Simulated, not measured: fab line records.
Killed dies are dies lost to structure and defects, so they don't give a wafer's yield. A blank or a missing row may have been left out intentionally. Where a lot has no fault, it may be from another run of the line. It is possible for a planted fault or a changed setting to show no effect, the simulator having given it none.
Chamber matching	flow nandHarc	wetBench-10 running NHARC_THIN_TSV_STRIP_57: 7 sister chambers
The step strips in post etch residue remover, time 1200 s. 13 wafers are shown with their chamber, then 7 later ones without.

WAFERS, EACH WITH ITS CHAMBER
wafer	chamber	bathGuardTempC (C)	bathHeatDutyPct (%)
L724.1	7	73.3	12.9
L724.2	0	72.4	14.2
L724.4	2	72.5	14.4
L725.3	7	73.4	11.3
L725.5	6	73.5	16.0
L725.6	3	72.5	17.8
L726.1	1	72.8	14.0
L726.2	5	72.5	13.7
L726.3	2	72.4	14.4
L728.4	0	72.6	14.1
L728.5	3	72.6	15.9
L728.6	1	73.0	14.4
L743.3	6	73.3	15.0

WAFERS WHOSE CHAMBER IS MISSING
wafer	bathGuardTempC (C)	bathHeatDutyPct (%)
L743.5	72.6	14.1
L744.1	73.3	14.7
L744.4	72.8	12.8
L744.5	72.6	14.2
L746.1	72.2	15.5
L746.4	72.2	14.6
L746.5	72.5	13.2

WHICH CHAMBER EACH ONE RAN IN
wafer	from the rows above	in truth
L743.5	can't be placed: 0 or 5 or 2 or 1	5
L744.1	can't be placed: 6 or 7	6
L744.4	can't be placed: 1 or 5 or 0 or 2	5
L744.5	can't be placed: 0 or 5 or 2 or 1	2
L746.1	can't be placed: 2 or 0 or 5 or 3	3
L746.4	can't be placed: 2 or 0 or 5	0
L746.5	can't be placed: 5 or 0 or 2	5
Correctly placed: 0 of 7. Unplaceable from these rows: 7, with the true chamber sitting among the candidates in 7. Number placed wrongly: 0.
How it was worked out, from the rows above alone: a wafer's distance from a chamber is the root of the sum, over the readings, of the square of ((its reading less the chamber's mean) divided by the reading's scatter). The wafer belongs to the nearest chamber; if the next one is less than 2 further off, it can't be placed. The mean given for a chamber averages the wafers shown for that chamber. The scatter: the root of (the sum of the squares of (reading less its chamber's mean) over the shown wafers, divided by (wafers less chambers)).
